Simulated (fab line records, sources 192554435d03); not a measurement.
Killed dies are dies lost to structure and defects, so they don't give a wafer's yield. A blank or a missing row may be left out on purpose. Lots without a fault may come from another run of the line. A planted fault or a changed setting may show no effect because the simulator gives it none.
Chamber matching | flow n5_finfet | N5_BEOL_M4_PRE_CLEAN_60 on cvd_co-02: 3 sister chambers
The step time 15 s. 6 wafers are shown with their chamber, then 12 later ones without.

WAFERS WITH THEIR CHAMBER
wafer  | chamber | heater_power_w (W)
L082.4 | 2       | 73
L086.1 | 2       | 74
L089.2 | 1       | 79
L088.3 | 0       | 68
L088.4 | 0       | 67
L088.5 | 1       | 75

WAFERS WITHOUT THEIR CHAMBER
wafer  | heater_power_w (W)
L093.3 | 77
L093.4 | 73
L093.6 | 76
L094.3 | 74
L094.4 | 66
L094.5 | 74
L095.1 | 77
L095.4 | 68
L095.6 | 78
L096.2 | 75
L096.3 | 67
L096.4 | 74

WHICH CHAMBER EACH WENT THROUGH
wafer  | from the rows above     | in truth
L093.3 | 1                       | 1
L093.4 | 2                       | 2
L093.6 | can't be placed: 1 or 2 | 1
L094.3 | can't be placed: 2 or 1 | 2
L094.4 | 0                       | 0
L094.5 | can't be placed: 2 or 1 | 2
L095.1 | 1                       | 1
L095.4 | 0                       | 0
L095.6 | 1                       | 1
L096.2 | can't be placed: 2 or 1 | 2
L096.3 | 0                       | 0
L096.4 | can't be placed: 2 or 1 | 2
Placed correctly: 7 of 12. Can't be placed from these rows: 5 (the true chamber is among the candidates in 5). Placed wrongly: 0.
How it was worked out, from the rows above alone: a wafer's distance from a chamber is the root of the sum, over the readings, of the square of ((its reading less the chamber's mean) divided by the reading's scatter). The wafer belongs to the nearest chamber; if the next one is less than 2 further off, it can't be placed. A chamber's mean is the mean of its shown wafers. The scatter: the root of (the sum of the squares of (reading less its chamber's mean) over the shown wafers, divided by (wafers less chambers)).
